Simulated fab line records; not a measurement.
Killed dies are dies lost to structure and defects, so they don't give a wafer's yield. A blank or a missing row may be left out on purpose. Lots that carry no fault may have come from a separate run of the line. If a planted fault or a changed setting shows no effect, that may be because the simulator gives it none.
fab line records | flow nand_harc
[record] lots = 14 wafers = 42 last_day = 24
route steps=1159 shown A_M0@1016 HYBRID_BOND@1099 THIN_TSV@1153 END@1159
lots that met no fault: taken from a fault-free run of the same line
start_h: the number of hours between the record's first day and the start of the first shown wafer of the lot | wait_h: hours since the lot's step before | " identical to the entry in the row above | L1.1+2: several wafers, shown together as one row | - no value, or no start was given | * or withheld: withheld | < > ~ a bound
route shown NAME@n: a module of which the file shows steps, and the number in the route of the first | usual: the fault-free wafers' mean and standard deviation | same: alike in all rows | chamber/n: place in a boat | sites: each site's reading | _std_site: the standard deviation of these | _edge_site: inner sites' mean taken away from outer sites' mean | radius_mm: how far each site lies from the wafer's centre | mask NAME#n: copy n | behind: the most recent tool/chamber to have shaped the wafer | hold: what put the lot on hold/how long, in hours/how the hold closed | device: the transistor (n, p or np) that didn't switch | end of line: the same wafers' tests at the end of the route | a step given without rows: its recipe and nothing more | killed: dies that structure and defects cost at the first sort, which is not the same as the wafer's yield | map: shows each die of a wafer: x if killed, . if not, _ if none is there
set.NAME: setting as actually run; set.NAME@STEP: the setting as run at that earlier step | model.NAME: the simulator's own value behind a step, which no gauge read
a sample of lots followed through the steps of the route, with each step as a table and each wafer as a row
services: when a tool's chamber went out of use (start_h, in hours from the record's first day, below 0 if earlier), for how many hours, and the reason
[[steps]]
[step NHARC_A_M0_PVD_21]
[recipe] target_thk_a = 300 chamber_pressure_pa = 5 power_w = 5000 substrate_temp_c = 30 time_s = 20.49 material = Cu
[usual] throttle_valve_pct = 29.5/0.52
// columns lot.wafer tool chamber start_h wait_h throttle_valve_pct
L993.4 pvd_sputter-01 - 403.22 - 29.7
L993.3 " - " " 29.9
L993.5 " - " " 30.2
L992.2 pvd_sputter-01 - 404.06 - 29.3
L992.6 " - " " 29.5
L992.5 " - " " 29.7
L994.1 pvd_sputter-01 - 406.97 - 29.4
L994.2 " - " " 29.9
L994.5 " - " " 29.7
L995.3 pvd_sputter-02 - 407.08 - 30.0
L995.1 " - " " 28.8
L995.4 " - " " 28.8
L996.2 pvd_sputter-02 - 433.06 - 28.7
L996.1 " - " " 28.5
L996.3 " - " " 29.3
L997.2 pvd_sputter-01 - 433.46 - 30.3
L997.6 " - " " 29.8
L997.5 " - " " 30.0
L998.3 pvd_sputter-03 - 434.18 - 28.6
L998.4 " - " " 30.3
L998.5 " - " " 30.2
L102.4 pvd_sputter-01 - 468.24 - 29.7
L102.2 " - " " 29.5
L102.5 " - " " 30.1
L103.4 pvd_sputter-01 - 474.30 - 30.0
L103.1 " - " " 29.6
L103.6 " - " " 30.0
L108.4 pvd_sputter-02 - 507.77 - 29.0
L108.2 " - " " 28.7
L108.5 " - " " 28.7
L112.4 pvd_sputter-03 - 523.06 - 29.4
L112.1 " - " " 29.6
L112.5 " - " " 29.4
L110.3 pvd_sputter-03 - 523.57 - 29.7
L110.1 " - " " 31.2
L110.6 " - " " 29.4
L114.2 pvd_sputter-03 - 538.63 - 29.3
L114.3 " - " " 28.9
L114.4 " - " " 31.0
L115.1 pvd_sputter-02 - 542.94 - 29.2
L115.2 " - " " 28.9
L115.4 " - " " 29.4
[step NHARC_HYBRID_BOND_OVL_MEAS_05]
[usual] overlay_x_nm = -2/33 overlay_y_nm = 2/31
// columns lot.wafer tool chamber start_h wait_h overlay_x_nm overlay_y_nm
L992.2 overlay-01 - 423.90 0.4 30 -29
L992.5 " - " " 64 14
L992.6 " - " " -13 35
L993.3 overlay-02 - 423.90 0.4 -40 37
L993.4 " - " " -46 2
L993.5 " - " " -12 13
L994.1 overlay-01 - 423.91 0.4 13 -30
L994.2 " - " " 51 11
L994.5 " - " " -21 17
L995.1 overlay-01 - 428.23 0.4 6 -29
L995.3 " - " " 42 -41
L995.4 " - " " -13 35
L996.1 overlay-01 - 453.20 0.4 -32 31
L996.2 " - " " 17 -3
L996.3 " - " " -28 40
L998.3 overlay-02 - 453.20 0.4 -40 29
L998.4 " - " " -43 -12
L998.5 " - " " -16 47
L997.2 overlay-01 - 453.21 0.4 -20 26
L997.5 " - " " -6 -12
L997.6 " - " " -53 -30
L102.2 overlay-01 - 488.88 0.4 -1 -5
L102.4 " - " " 10 -1
L102.5 " - " " 0 1
L103.1 overlay-02 - 494.81 0.4 -32 -24
L103.4 " - " " -57 22
L103.6 " - " " -9 34
L108.2 overlay-01 - 529.43 0.4 -7 33
L108.4 " - " " 30 42
L108.5 " - " " -31 -38
L110.1 overlay-02 - 544.90 0.4 -12 38
L110.3 " - " " 52 32
L110.6 " - " " 62 -27
L112.1 overlay-02 - 544.93 0.4 30 -9
L112.4 " - " " 10 10
L112.5 " - " " -13 16
L114.2 overlay-01 - 560.12 0.4 -16 -18
L114.3 " - " " 8 29
L114.4 " - " " -18 17
L115.1 overlay-02 - 560.13 0.4 -19 6
L115.2 " - " " -47 -45
L115.4 " - " " -49 -13
[step NHARC_THIN_TSV_STRIP_56]
[recipe] power_w = 1500 temp_c = 250 chemistry = O2
[usual] drypump_motor_current_A = 6.18/0.2 heater_power_w = 332/23
// columns lot.wafer tool chamber start_h wait_h drypump_motor_current_A heater_power_w rf_hours_counter_h
L992.2 plasma_asher-02 0 439.02 0.1 6.42 303 23
L992.6 " 0 " " 6.41 300 -
L992.5 " 1 " " 5.99 348 -
L993.3 plasma_asher-01 1 439.28 0.2 5.97 313 -
L993.4 " 0 " " 6.35 341 -
L993.5 " 0 " " 6.36 345 -
L995.1 plasma_asher-01 1 439.81 0.1 5.96 311 67
L995.3 " 1 " " 5.95 324 -
L995.4 " 0 " " 6.38 339 -
L994.1 plasma_asher-02 0 440.92 0.6 6.43 306 25
L994.2 " 1 " " 6.01 351 25
L994.5 " 1 " " 6.00 342 -
L996.1 plasma_asher-02 0 463.86 0.1 6.40 300 37
L996.2 " 1 " " 5.98 336 37
L996.3 " 1 " " 5.99 338 -
L998.4 plasma_asher-01 0 465.41 0.2 6.37 362 -
L998.3 " 1 " " 5.98 306 -
L998.5 " 0 " " 6.36 366 -
L997.2 plasma_asher-01 1 466.64 0.1 5.97 306 1
L997.6 " 0 " " 6.36 361 -
L997.5 " 1 " " 6.00 310 -
L102.2 plasma_asher-02 1 498.11 0.1 6.01 344 47
L102.4 " 0 " " 6.38 308 -
L102.5 " 1 " " 5.99 342 -
L103.1 plasma_asher-02 1 504.17 0.1 6.02 347 49
L103.4 " 1 " " 6.00 358 -
L103.6 " 1 " " 5.99 349 -
L108.2 plasma_asher-01 0 539.99 0.1 6.36 372 24
L108.4 " 1 " " 5.99 317 -
L108.5 " 1 " " 5.98 314 -
L110.1 plasma_asher-02 1 554.50 0.1 5.99 333 4
L110.3 " 1 " " 5.99 327 -
L110.6 " 0 " " 6.42 311 -
L112.1 plasma_asher-01 0 557.44 0.5 6.38 363 34
L112.4 " 1 " " 6.00 313 -
L112.5 " 0 " " 6.38 368 -
L114.2 plasma_asher-01 0 570.75 0.1 6.38 360 40
L114.4 " 0 " " 6.35 367 -
L114.3 " 1 " " 5.97 308 -
L115.1 plasma_asher-02 1 572.49 0.1 6.02 335 11
L115.2 " 0 " " 6.36 313 11
L115.4 " 1 " " 6.01 336 -
[step NHARC_END_SORT_01]
[recipe] temp_c = 25
[usual] killed_at_array = 29/11 killed_at_other = 0.6/0.89 killed_at_periphery = 3.8/2.8 killed_dies = 33/12 killed_open = 3.5/1.9 killed_short = 1.9/1.3
[same] gross_dies = 677
// columns lot.wafer tool chamber start_h wait_h killed_at_array killed_at_other killed_at_periphery killed_dies killed_open killed_short
L994.1 prober-02 0 447.08 2.5 15 1 2 18 5 0
L994.2 prober-02 0 447.90 2.8 26 0 1 27 3 2
L994.5 prober-02 0 450.33 3.8 30 0 1 31 5 2
L992.2 prober-01 0 447.85 2.8 21 0 4 25 3 1
L992.5 prober-01 0 450.24 3.7 33 0 2 35 4 1
L992.6 prober-01 0 451.03 4.0 23 0 5 28 6 0
L995.1 prober-02 0 454.96 2.5 26 0 4 30 3 4
L995.3 prober-02 0 456.59 3.1 19 2 5 26 5 1
L995.4 prober-02 0 457.41 3.5 29 0 4 33 3 3
L993.3 prober-01 0 456.44 3.1 41 2 5 48 4 2
L993.4 prober-01 0 457.23 3.4 31 2 4 37 6 2
L993.5 prober-01 0 458.03 3.7 42 0 2 44 4 0
L996.1 prober-02 0 473.41 2.5 7 1 0 8 2 1
L996.2 prober-02 0 474.22 2.8 12 0 4 16 4 3
L996.3 prober-02 0 475.03 3.1 17 0 2 19 2 2
L997.2 prober-01 0 474.22 2.8 23 3 2 28 2 4
L997.5 prober-01 0 476.65 3.7 27 1 3 31 5 1
L997.6 prober-01 0 477.46 4.1 15 1 3 19 3 1
L998.3 prober-02 0 482.84 3.1 29 0 5 34 6 0
L998.4 prober-02 0 483.64 3.4 16 1 1 18 0 2
L998.5 prober-02 0 484.44 3.7 22 0 7 29 2 2
L102.2 prober-01 0 507.19 2.8 108 4 4 116 7 3
L102.4 prober-01 0 508.77 3.4 104 2 9 115 3 1
L102.5 prober-01 0 509.56 3.7 115 1 6 122 2 0
L103.1 prober-02 0 512.69 2.5 106 0 2 108 3 0
L103.4 prober-02 0 515.08 3.4 116 1 2 119 7 1
L103.6 prober-02 0 516.68 4.0 125 0 5 130 4 3
L108.2 prober-02 0 547.99 2.8 29 1 3 33 7 2
L108.4 prober-02 0 549.57 3.4 28 1 6 35 7 2
L108.5 prober-02 0 550.37 3.7 25 0 7 32 2 2
L110.1 prober-02 0 562.74 2.5 11 1 3 15 3 1
L110.3 prober-02 0 564.32 3.1 19 2 2 23 4 2
L110.6 prober-02 0 566.69 4.0 28 3 0 31 4 2
L112.1 prober-02 0 570.57 2.6 24 0 3 27 4 0
L112.4 prober-02 0 572.98 3.4 17 2 1 20 2 2
L112.5 prober-02 0 573.78 3.7 15 0 2 17 2 3
L114.2 prober-01 0 578.37 2.8 51 0 9 60 5 2
L114.3 prober-01 0 579.18 3.1 58 0 5 63 2 2
L114.4 prober-01 0 579.99 3.4 53 0 6 59 2 3
L115.1 prober-01 0 585.41 2.5 23 0 7 30 3 3
L115.2 prober-01 0 586.22 2.8 22 0 9 31 3 5
L115.4 prober-01 0 587.82 3.4 17 0 8 25 4 2
// killed by level:class
L994.1 A_SLIT:chamber_film_flake=8 A_M0:geometric_particle:open=2 P_M0:geometric_particle:open=1 A_CONTACT:geometric_particle:open=1 P_GATE:chamber_film_flake=1 STARTING-WAFER:geometric_particle:open=1 A_CHANNEL_HOLE_D1:chamber_film_flake=1 A_WL_FILL:chamber_film_flake=1
L992.2 A_SLIT:chamber_film_flake=7 A_CONTACT:chamber_film_flake=4 A_CHANNEL_HOLE_D1:chamber_film_flake=3 P_M1:chamber_film_flake=2 A_STAIRCASE:chamber_film_flake=2 A_M1:chamber_film_flake=2 P_M1:geometric_particle:short=1 A_SOURCE_PLATE:geometric_particle:open=1
L994.2 A_SLIT:chamber_film_flake=18 A_CHANNEL_HOLE_D1:chamber_film_flake=2 A_STAIRCASE:chamber_film_flake=2 P_M0:geometric_particle:open=1 A_ONON_D1:geometric_particle:short=1 A_CHANNEL_FILL_D1:geometric_particle:open=1 A_CONTACT:geometric_particle:short=1 A_BLC:geometric_particle:open=1
L992.5 A_SLIT:chamber_film_flake=13 A_CONTACT:chamber_film_flake=5 A_CHANNEL_HOLE_D1:chamber_film_flake=3 A_STAIRCASE:chamber_film_flake=3 A_SGD_CUT:chamber_film_flake=3 P_M1:chamber_film_flake=2 A_ONON_D1:geometric_particle:short=1 A_CHANNEL_FILL_D1:geometric_particle:open=1
L994.5 A_SLIT:chamber_film_flake=12 A_CHANNEL_HOLE_D1:chamber_film_flake=4 A_STAIRCASE:chamber_film_flake=4 A_CONTACT:chamber_film_flake=4 A_M0:geometric_particle:open=3 P_CONTACT:geometric_particle:open=1 A_STAIRCASE:geometric_particle:short=1 A_SGD_CUT:geometric_particle:short=1
L992.6 A_SLIT:chamber_film_flake=6 A_SGD_CUT:chamber_film_flake=3 P_M0:geometric_particle:open=2 A_M0:geometric_particle:open=2 A_ZERO_WELL:chamber_film_flake=2 A_CHANNEL_HOLE_D1:chamber_film_flake=2 A_STAIRCASE:chamber_film_flake=2 A_CONTACT:chamber_film_flake=2
L995.1 A_CHANNEL_HOLE_D1:chamber_film_flake=13 A_STAIRCASE:chamber_film_flake=3 A_CHANNEL_FILL_D1:chamber_film_flake=2 A_WL_FILL:chamber_film_flake=2 A_CONTACT:chamber_film_flake=2 P_GATE:geometric_particle:open=1 P_CONTACT:geometric_particle:open=1 P_M0:geometric_particle:short=1
L993.3 A_CHANNEL_HOLE_D1:chamber_film_flake=14 A_CONTACT:chamber_film_flake=11 A_SLIT:chamber_film_flake=7 P_GATE:chamber_film_flake=2 A_STAIRCASE:chamber_film_flake=2 A_M1:chamber_film_flake=2 THIN_TSV:chamber_film_flake=2 P_CONTACT:geometric_particle:short=1
L995.3 A_CHANNEL_HOLE_D1:chamber_film_flake=10 P_STI:chamber_film_flake=3 A_SLIT:chamber_film_flake=2 THIN_TSV:chamber_film_flake=2 P_M0:geometric_particle:open=1 A_ONON_D1:geometric_particle:open=1 A_SGD_CUT:geometric_particle:open=1 A_WL_FILL:geometric_particle:short=1
L993.4 A_CHANNEL_HOLE_D1:chamber_film_flake=11 A_CONTACT:chamber_film_flake=9 A_SLIT:chamber_film_flake=6 P_GATE:geometric_particle:open=1 P_CONTACT:geometric_particle:open=1 P_M0:geometric_particle:open=1 A_ONON_D1:geometric_particle:short=1 A_CHANNEL_FILL_D1:geometric_particle:short=1
L995.4 A_CHANNEL_HOLE_D1:chamber_film_flake=16 A_CONTACT:chamber_film_flake=4 A_WL_FILL:geometric_particle:short=2 P_GATE:chamber_film_flake=2 A_SLIT:chamber_film_flake=2 P_GATE:geometric_particle:open=1 P_M1:geometric_particle:open=1 A_CHANNEL_FILL_D1:geometric_particle:short=1
L993.5 A_CHANNEL_HOLE_D1:chamber_film_flake=16 A_SLIT:chamber_film_flake=10 A_CONTACT:chamber_film_flake=6 A_WL_FILL:geometric_particle:open=2 P_M1:chamber_film_flake=2 A_ZERO_WELL:chamber_film_flake=2 A_WL_FILL:chamber_film_flake=2 A_CHANNEL_FILL_D1:geometric_particle:open=1
L996.1 A_CHANNEL_HOLE_D1:chamber_film_flake=3 A_ONON_D1:geometric_particle:open=1 A_CHANNEL_FILL_D1:geometric_particle:open=1 STARTING-WAFER:geometric_particle:short=1 A_ZERO_WELL:chamber_film_flake=1 A_STAIRCASE:chamber_film_flake=1
L996.2 P_GATE:chamber_film_flake=2 A_M0:chamber_film_flake=2 P_M0:geometric_particle:open=1 A_ONON_D1:geometric_particle:short=1 A_SLIT:geometric_particle:short=1 A_WL_FILL:geometric_particle:open=1 A_CONTACT:geometric_particle:short=1 A_CONTACT:geometric_particle:open=1
L997.2 A_SLIT:chamber_film_flake=7 A_CHANNEL_HOLE_D1:chamber_film_flake=4 A_CONTACT:chamber_film_flake=3 THIN_TSV:chamber_film_flake=3 A_CONTACT:geometric_particle:open=2 P_M1:chamber_film_flake=2 A_STAIRCASE:chamber_film_flake=2 A_SOURCE_PLATE:geometric_particle:short=1
L996.3 A_M0:chamber_film_flake=5 A_CHANNEL_HOLE_D1:chamber_film_flake=4 A_STAIRCASE:chamber_film_flake=4 P_GATE:chamber_film_flake=1 P_CONTACT:geometric_particle:open=1 A_SOURCE_PLATE:geometric_particle:short=1 A_STAIRCASE:geometric_particle:open=1 A_M0:geometric_particle:short=1
L997.5 A_SLIT:chamber_film_flake=14 A_ZERO_WELL:chamber_film_flake=3 P_M0:geometric_particle:open=2 A_CHANNEL_HOLE_D1:chamber_film_flake=2 A_CONTACT:chamber_film_flake=2 A_ONON_D1:geometric_particle:short=1 A_ONON_D1:geometric_particle:open=1 A_WL_FILL:geometric_particle:open=1
L997.6 A_SLIT:chamber_film_flake=6 A_CHANNEL_HOLE_D1:chamber_film_flake=2 A_CONTACT:chamber_film_flake=2 P_M0:geometric_particle:short=1 A_SOURCE_PLATE:geometric_particle:open=1 A_ONON_D1:geometric_particle:open=1 A_CONTACT:geometric_particle:open=1 P_ZERO_WELL:chamber_film_flake=1
L998.3 A_CHANNEL_HOLE_D1:chamber_film_flake=17 A_STAIRCASE:chamber_film_flake=4 P_CONTACT:chamber_film_flake=2 A_CONTACT:chamber_film_flake=2 P_GATE:geometric_particle:open=1 P_CONTACT:geometric_particle:open=1 P_M0:geometric_particle:open=1 A_CONTACT:geometric_particle:open=1
L998.4 A_CHANNEL_HOLE_D1:chamber_film_flake=11 A_CONTACT:chamber_film_flake=2 A_WL_FILL:geometric_particle:short=1 P_BONDPAD:chamber_film_flake=1 STARTING-WAFER:geometric_particle:short=1 A_STAIRCASE:chamber_film_flake=1 A_M0:chamber_film_flake=1
L998.5 A_CHANNEL_HOLE_D1:chamber_film_flake=17 P_CONTACT:chamber_film_flake=6 P_M1:geometric_particle:open=1 A_CHANNEL_FILL_D1:geometric_particle:short=1 A_SGD_CUT:geometric_particle:short=1 A_CONTACT:geometric_particle:open=1 A_STAIRCASE:chamber_film_flake=1 A_CONTACT:chamber_film_flake=1
L102.2 A_M0:unspecified=89 A_CONTACT:chamber_film_flake=4 A_SGD_CUT:chamber_film_flake=4 THIN_TSV:chamber_film_flake=4 A_WL_FILL:geometric_particle:open=2 A_CHANNEL_HOLE_D1:chamber_film_flake=2 P_CONTACT:geometric_particle:open=1 P_CONTACT:geometric_particle:short=1
L102.4 A_M0:unspecified=84 P_M2:chamber_film_flake=5 A_STAIRCASE:chamber_film_flake=5 A_CONTACT:chamber_film_flake=5 A_CHANNEL_HOLE_D1:chamber_film_flake=4 A_SGD_CUT:chamber_film_flake=3 THIN_TSV:chamber_film_flake=2 P_CONTACT:area_etch=2
L102.5 A_M0:unspecified=98 A_CHANNEL_HOLE_D1:chamber_film_flake=6 A_STAIRCASE:chamber_film_flake=4 A_CONTACT:chamber_film_flake=3 P_ZERO_WELL:chamber_film_flake=2 P_M2:chamber_film_flake=2 A_SGD_CUT:chamber_film_flake=2 P_STI:geometric_particle:open=1
L103.1 A_M0:unspecified=86 A_SLIT:chamber_film_flake=10 A_CHANNEL_HOLE_D1:chamber_film_flake=4 A_STAIRCASE:chamber_film_flake=2 P_CONTACT:geometric_particle:open=1 A_WL_FILL:geometric_particle:open=1 A_M0:geometric_particle:open=1 P_STI:chamber_film_flake=1
L103.4 A_M0:unspecified=87 A_SLIT:chamber_film_flake=9 A_CHANNEL_HOLE_D1:chamber_film_flake=5 A_STAIRCASE:chamber_film_flake=5 A_CONTACT:chamber_film_flake=4 P_GATE:geometric_particle:open=1 A_CHANNEL_FILL_D1:geometric_particle:short=1 A_CHANNEL_FILL_D1:geometric_particle:open=1
L103.6 A_M0:unspecified=89 A_SLIT:chamber_film_flake=13 A_STAIRCASE:chamber_film_flake=8 A_CHANNEL_HOLE_D1:chamber_film_flake=7 A_CHANNEL_FILL_D1:geometric_particle:open=2 P_CONTACT:geometric_particle:short=1 A_CONTACT:geometric_particle:open=1 A_M0:geometric_particle:open=1
L108.2 A_CHANNEL_HOLE_D1:chamber_film_flake=16 A_CONTACT:chamber_film_flake=5 P_M1:geometric_particle:open=1 A_ONON_D1:geometric_particle:short=1 A_CHANNEL_HOLE_D1:geometric_particle:open=1 A_SGD_CUT:geometric_particle:short=1 A_WL_FILL:geometric_particle:open=1 A_BLC:geometric_particle:open=1
L108.4 A_CHANNEL_HOLE_D1:chamber_film_flake=17 A_CONTACT:chamber_film_flake=5 P_M1:chamber_film_flake=3 A_CONTACT:geometric_particle:open=2 P_GATE:geometric_particle:open=1 P_CONTACT:geometric_particle:open=1 A_SOURCE_PLATE:geometric_particle:open=1 A_CHANNEL_FILL_D1:geometric_particle:short=1
L108.5 A_CHANNEL_HOLE_D1:chamber_film_flake=17 A_STAIRCASE:chamber_film_flake=3 A_CONTACT:chamber_film_flake=3 P_M1:chamber_film_flake=2 P_STI:chamber_film_flake=2 P_CONTACT:geometric_particle:short=1 P_M0:geometric_particle:open=1 A_CHANNEL_HOLE_D1:geometric_particle:open=1
L110.1 A_CHANNEL_HOLE_D1:chamber_film_flake=5 A_CONTACT:chamber_film_flake=2 P_M1:geometric_particle:open=1 P_M2:geometric_particle:open=1 A_CHANNEL_FILL_D1:geometric_particle:short=1 A_BLC:geometric_particle:open=1 P_M1:chamber_film_flake=1 A_SGD_CUT:chamber_film_flake=1
L110.3 A_WL_FILL:chamber_film_flake=5 A_SGD_CUT:chamber_film_flake=4 A_CONTACT:chamber_film_flake=3 A_CHANNEL_HOLE_D1:chamber_film_flake=2 THIN_TSV:chamber_film_flake=2 P_CONTACT:geometric_particle:open=1 A_WL_FILL:geometric_particle:short=1 A_WL_FILL:geometric_particle:open=1
L110.6 A_CHANNEL_HOLE_D1:chamber_film_flake=9 A_CONTACT:chamber_film_flake=7 A_SGD_CUT:chamber_film_flake=3 A_ZERO_WELL:chamber_film_flake=2 A_STAIRCASE:chamber_film_flake=2 THIN_TSV:chamber_film_flake=2 A_CHANNEL_FILL_D1:geometric_particle:short=1 A_SGD_CUT:geometric_particle:open=1
L112.1 A_CONTACT:chamber_film_flake=10 A_CHANNEL_HOLE_D1:chamber_film_flake=8 A_ZERO_WELL:chamber_film_flake=4 P_STI:geometric_particle:open=2 P_CONTACT:geometric_particle:open=1 A_BONDPAD:geometric_particle:open=1 A_SLIT:chamber_film_flake=1
L112.4 A_CHANNEL_HOLE_D1:chamber_film_flake=8 A_CONTACT:chamber_film_flake=3 A_ZERO_WELL:chamber_film_flake=2 THIN_TSV:chamber_film_flake=2 P_M0:geometric_particle:open=1 A_SGD_CUT:geometric_particle:open=1 A_WL_FILL:geometric_particle:short=1 A_BLC:geometric_particle:short=1
L112.5 A_CHANNEL_HOLE_D1:chamber_film_flake=9 A_ZERO_WELL:chamber_film_flake=2 P_GATE:geometric_particle:open=1 P_CONTACT:geometric_particle:short=1 A_CHANNEL_FILL_D1:geometric_particle:short=1 A_CONTACT:geometric_particle:short=1 A_M0:geometric_particle:open=1 A_CONTACT:chamber_film_flake=1
L114.2 A_CHANNEL_HOLE_D1:chamber_film_flake=19 A_SLIT:chamber_film_flake=18 A_CONTACT:chamber_film_flake=9 P_ZERO_WELL:chamber_film_flake=5 P_M0:geometric_particle:open=1 P_M0:geometric_particle:short=1 P_M1:geometric_particle:open=1 A_ONON_D1:geometric_particle:open=1
L114.3 A_CHANNEL_HOLE_D1:chamber_film_flake=26 A_SLIT:chamber_film_flake=19 A_CONTACT:chamber_film_flake=8 P_M0:geometric_particle:open=1 A_ONON_D1:geometric_particle:short=1 A_WL_FILL:geometric_particle:short=1 A_CONTACT:geometric_particle:open=1 P_ZERO_WELL:chamber_film_flake=1
L114.4 A_CHANNEL_HOLE_D1:chamber_film_flake=19 A_SLIT:chamber_film_flake=13 A_CONTACT:chamber_film_flake=12 P_ZERO_WELL:chamber_film_flake=3 A_WL_FILL:chamber_film_flake=3 A_SOURCE_PLATE:geometric_particle:short=1 A_ONON_D1:geometric_particle:short=1 A_CHANNEL_FILL_D1:geometric_particle:open=1
L115.1 A_CHANNEL_HOLE_D1:chamber_film_flake=11 A_CONTACT:chamber_film_flake=5 P_ZERO_WELL:chamber_film_flake=3 P_M0:chamber_film_flake=2 A_CHANNEL_FILL_D1:chamber_film_flake=2 P_CONTACT:geometric_particle:open=1 P_CONTACT:geometric_particle:short=1 A_ONON_D1:geometric_particle:open=1
L115.2 A_CHANNEL_HOLE_D1:chamber_film_flake=4 A_CHANNEL_FILL_D1:chamber_film_flake=4 A_CONTACT:chamber_film_flake=3 A_ONON_D1:geometric_particle:short=2 P_ZERO_WELL:chamber_film_flake=2 P_STI:chamber_film_flake=2 P_M0:chamber_film_flake=2 A_WL_FILL:chamber_film_flake=2
L115.4 A_CHANNEL_HOLE_D1:chamber_film_flake=10 P_M0:chamber_film_flake=5 P_CONTACT:geometric_particle:open=1 P_M0:geometric_particle:open=1 A_ONON_D1:geometric_particle:short=1 A_SGD_CUT:geometric_particle:open=1 A_WL_FILL:geometric_particle:short=1 A_CONTACT:geometric_particle:open=1
[[services]]
// columns tool chamber start_h hours kind
pvd_sputter-02 - 383.11 0.5 repair
pvd_sputter-01 - 390.12 2.8 repair
pvd_sputter-02 - 392.00 10.0 pm
plasma_asher-01 - 417.68 3.2 repair
pvd_sputter-01 - 423.62 5.1 repair
plasma_asher-01 - 453.38 9.0 pm
plasma_asher-01 0 453.38 9.0 vent_cycle
plasma_asher-01 1 453.38 9.0 vent_cycle
pvd_sputter-03 - 458.00 10.0 pm
plasma_asher-01 0 462.38 - clean
plasma_asher-01 1 462.38 - clean
pvd_sputter-03 - 468.49 2.1 repair
pvd_sputter-02 - 519.95 13.5 repair
plasma_asher-01 - 536.48 0.7 repair
plasma_asher-02 - 537.12 9.0 pm
plasma_asher-02 0 537.12 9.0 vent_cycle
plasma_asher-02 1 537.12 9.0 vent_cycle
plasma_asher-02 0 546.12 - clean
plasma_asher-02 1 546.12 - clean
pvd_sputter-01 - 554.96 10.0 pm
pvd_sputter-02 - 570.00 10.0 pm
[[key]]
[first_sign] step = NHARC_END_SORT_01 reading = killed_at_array direction = up sigmas = 7.4 usual = 29 struck = 112
[effect] step = NHARC_END_SORT_01 reading = killed_dies direction = up sigmas = 6.9 usual = 33 struck = 118
[more_kills_born_at] NHARC_A_M0_PVD_21@pvd_sputter-01 = 533
met_at NHARC_A_M0_PVD_21
struck_lots L102,L103
tester_left_out L102,L103
not_acting_at NHARC_HYBRID_BOND_OVL_MEAS_05,NHARC_THIN_TSV_STRIP_56
onset_between 433.46 468.24
[earlier_fault] kind = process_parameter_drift tool = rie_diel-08 chamber = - onset_h = 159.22 steps = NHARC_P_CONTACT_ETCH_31 channel = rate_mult offset = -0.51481 shape = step
[fault] kind = chamber_particle_source tool = pvd_sputter-01 chamber = - onset_h = 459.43 steps = NHARC_A_M0_PVD_21 rate_per_visit_cm2 = 1.0638
// tester_left_out: of these lots the tester's yield and bins aren't shown, on N5 and GAA mostly nor the transistor test; their killed dies are dies lost to structure and defects alone, not to doping, threshold or leakage, so they don't give the yield
